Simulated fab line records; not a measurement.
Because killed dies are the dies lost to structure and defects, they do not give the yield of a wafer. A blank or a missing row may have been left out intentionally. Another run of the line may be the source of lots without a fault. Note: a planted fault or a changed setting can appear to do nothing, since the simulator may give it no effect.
What tool caused it?	flow n5-finfet	24 lots, 72 wafers sampled, at 3 steps of a route of 1938

== WHAT THE GAUGES READ, wafer by wafer ==
N5_BEOL_M7_CD_MEAS_18: pitch 80 nm, target cd 40 nm.
lot	measured	on	cd-nm (nm)
L074	day 9 16:02	cd-sem-01	39.0 40.0 39.9
L075	day 9 19:19	cd-sem-01	40.1 40.9 40.6
L078	day 10 10:43	cd-sem-03	40.2 40.7 40.9
L076	day 10 14:26	cd-sem-02	39.6 39.6 38.7
L079	day 10 19:11	cd-sem-02	40.1 39.5 39.4
L077	day 10 22:23	cd-sem-03	39.4 39.9 38.8
L080	day 10 22:57	cd-sem-01	39.7 40.4 39.8
L081	day 10 23:14	cd-sem-01	40.4 39.1 40.3
L083	day 11 16:38	cd-sem-03	40.6 40.2 40.5
L082	day 11 17:32	cd-sem-03	40.1 40.2 40.5
L085	day 11 19:44	cd-sem-02	41.0 41.0 40.9
L084	day 11 23:49	cd-sem-03	39.4 39.8 39.0
L087	day 12 13:51	cd-sem-02	40.2 39.9 40.6
L086	day 12 17:46	cd-sem-02	39.8 39.7 38.7
L088	day 13 03:31	cd-sem-02	40.3 39.0 39.9
L090	day 13 10:30	cd-sem-01	39.6 39.1 40.4
L089	day 13 18:19	cd-sem-02	39.8 39.4 40.9
L092	day 13 18:20	cd-sem-02	39.5 39.6 40.9
L091	day 13 18:58	cd-sem-02	39.6 39.2 38.4
L093	day 13 22:09	cd-sem-03	40.4 40.2 39.8
L094	day 13 22:21	cd-sem-02	40.6 39.7 39.8
L096	day 14 19:58	cd-sem-02	39.8 40.3 39.8
L095	day 14 20:07	cd-sem-01	39.9 42.5 40.1
L097	day 15 02:31	cd-sem-03	40.6 39.6 40.0

N5_BEOL_M7_OCD_MEAS_38.
lot	measured	on	trench-depth-nm (nm)
L074	day 9 17:33	ocd-01	95.8 92.0 91.1
L075	day 9 20:26	ocd-01	97.6 89.6 89.9
L078	day 10 13:16	ocd-02	91.7 93.3 92.2
L076	day 10 15:31	ocd-02	94.3 92.0 91.9
L079	day 10 21:17	ocd-01	89.4 90.7 89.3
L077	day 11 03:06	ocd-02	92.7 91.7 94.7
L080	day 11 01:53	ocd-02	92.2 96.0 93.3
L081	day 11 02:13	ocd-02	97.3 91.5 97.2
L083	day 11 18:23	ocd-01	92.6 92.6 92.6
L082	day 11 18:58	ocd-01	91.8 96.2 91.1
L085	day 11 21:25	ocd-01	96.8 91.8 93.1
L084	day 12 00:41	ocd-01	92.1 91.4 92.5
L087	day 12 15:54	ocd-02	90.4 96.7 96.1
L086	day 12 21:59	ocd-02	95.5 91.5 95.0
L088	day 13 04:54	ocd-01	94.6 91.6 90.3
L090	day 13 12:05	ocd-02	92.5 96.1 95.5
L089	day 13 20:50	ocd-01	91.6 93.2 93.9
L092	day 13 20:47	ocd-02	94.9 92.9 92.5
L091	day 13 20:56	ocd-01	92.3 91.8 92.5
L093	day 13 23:01	ocd-02	96.1 94.9 96.1
L094	day 13 23:25	ocd-02	93.1 91.8 94.0
L096	day 14 21:48	ocd-02	93.8 94.3 93.2
L095	day 14 21:58	ocd-01	95.9 93.1 93.8
L097	day 15 03:24	ocd-02	91.0 94.1 91.0

== TOOL THAT RAN EACH LOT (tool first, then ch and the chambers of the sampled wafers, then the start) ==
lot	N5_BEOL_M7_TRENCH_ETCH_37
L074	rie-diel-04 ch 1,2, day 9 17:33 or earlier
L075	rie-diel-01 ch 2,3, day 9 20:26 or earlier
L078	rie-diel-04 ch 0,2, day 10 13:16 or earlier
L076	rie-diel-03 ch 0,1,2, day 10 15:31 or earlier
L079	rie-diel-01 ch 0,3, day 10 21:17 or earlier
L077	rie-diel-03 ch 0,2,3, day 11 03:06 or earlier
L080	rie-diel-03 ch 0,1,2, day 11 01:53 or earlier
L081	rie-diel-01 ch 0,1,2, day 11 02:13 or earlier
L083	rie-diel-04 ch 2,3, day 11 18:23 or earlier
L082	rie-diel-04 ch 0,1,3, day 11 18:58 or earlier
L085	rie-diel-04 ch 1,2,3, day 11 21:25 or earlier
L084	rie-diel-04 ch 0,2,3, day 12 00:41 or earlier
L087	rie-diel-01 ch 0,1, day 12 15:54 or earlier
L086	rie-diel-01 ch 2,3, day 12 21:59 or earlier
L088	rie-diel-01 ch 0,2,3, day 13 04:54 or earlier
L090	rie-diel-01 ch 1,3, day 13 12:05 or earlier
L089	rie-diel-03 ch 0,1,2, day 13 20:50 or earlier
L092	rie-diel-04 ch 0,1,3, day 13 20:47 or earlier
L091	rie-diel-01 ch 0,3, day 13 20:56 or earlier
L093	rie-diel-04 ch 1,3, day 13 23:01 or earlier
L094	rie-diel-04 ch 1,3, day 13 23:25 or earlier
L096	rie-diel-04 ch 1,2, day 14 21:48 or earlier
L095	rie-diel-03 ch 0,2,3, day 14 21:58 or earlier
L097	rie-diel-01 ch 0,1,3, day 15 03:24 or earlier
- N5_BEOL_M7_TRENCH_ETCH_37: etches SiCOH lowk in C4F6/O2, target depth 93.478 nm, time 31.2 s.

== AS READ BY THE TOOLS THEMSELVES (means over the sampled wafers that have a number; for cases with no such wafer, the mark the record gives instead) ==
N5_BEOL_M7_TRENCH_ETCH_37.
lot	tool	O2_flow_sccm (sccm)	drypump-motor-current-A (A)	oes_o_777_au (a.u.)	oes-product-au (a.u.)	rf-vpp-V (V)	showerhead-plenum-p-Torr (Torr)	throttle-valve-pct (%)
L074	rie-diel-04	10.030	5.9	0.79	0.75	661	2.72	20.84
L075	rie-diel-01	10.023	5.9	0.74	0.75	655	2.82	21.09
L078	rie-diel-04	10.008	5.9	0.77	0.75	642	2.79	20.89
L076	rie-diel-03	9.997	5.6	0.78	0.80	686	2.96	21.19
L079	rie-diel-01	9.973	5.7	0.77	0.77	667	2.79	20.98
L077	rie-diel-03	9.972	5.8	0.77	0.76	677	2.94	21.28
L080	rie-diel-03	10.021	5.6	0.77	0.80	686	2.96	21.19
L081	rie-diel-01	9.978	6.0	0.77	0.77	680	2.86	20.99
L083	rie-diel-04	10.010	5.3	0.73	0.73	680	2.78	20.62
L082	rie-diel-04	10.009	5.5	0.82	0.79	667	2.81	20.69
L085	rie-diel-04	9.999	5.6	0.79	0.77	673	2.76	20.70
L084	rie-diel-04	9.991	5.6	0.75	0.74	660	2.78	20.76
L087	rie-diel-01	10.007	5.9	0.75	0.75	684	2.78	21.04
L086	rie-diel-01	10.016	6.1	0.74	0.72	660	2.88	21.10
L088	rie-diel-01	9.982	5.9	0.76	0.75	672	2.86	20.99
L090	rie-diel-01	9.993	5.8	0.72	0.72	668	2.72	21.18
L089	rie-diel-03	10.031	5.6	0.75	0.77	685	2.95	21.21
L092	rie-diel-04	10.016	5.5	0.80	0.78	667	2.80	20.70
L091	rie-diel-01	9.982	5.7	0.74	0.75	667	2.78	21.02
L093	rie-diel-04	10.015	5.5	0.84	0.81	681	2.78	20.66
L094	rie-diel-04	9.999	5.5	0.84	0.80	680	2.78	20.65
L096	rie-diel-04	10.012	5.9	0.94	0.91	668	2.93	20.68
L095	rie-diel-03	9.986	5.7	0.83	0.84	677	2.93	21.19
L097	rie-diel-01	9.994	5.8	0.73	0.73	675	2.77	21.06

== THE ANSWER, worked out from the rows above alone ==
Rule: usual is defined by the lots themselves. Put in order of their means at a reading, lots are off if they are a third of the lots or fewer, leave a main group of 4 or more, and stand apart from it by a gap of 3 or more times the standard deviation of the main group's means; of several such gaps the widest counts. A main group whose means are all the same, to the digits that the tables above print for the reading, isn't used. A lot without any number at a reading at which 4 lots or more have one is off too. Any other lot the step has rows for is counted as sound. Order of review: gauges by route order, followed by the tools' own readings, for which a lot's mean as printed above is used. At the first step where some lot is off, the reading lying furthest off is the one used; lots without a number count as furthest.
No lot is off at any reading shown: from this, nothing can be told.

== WHAT THE SIMULATOR HAD INSERTED ==
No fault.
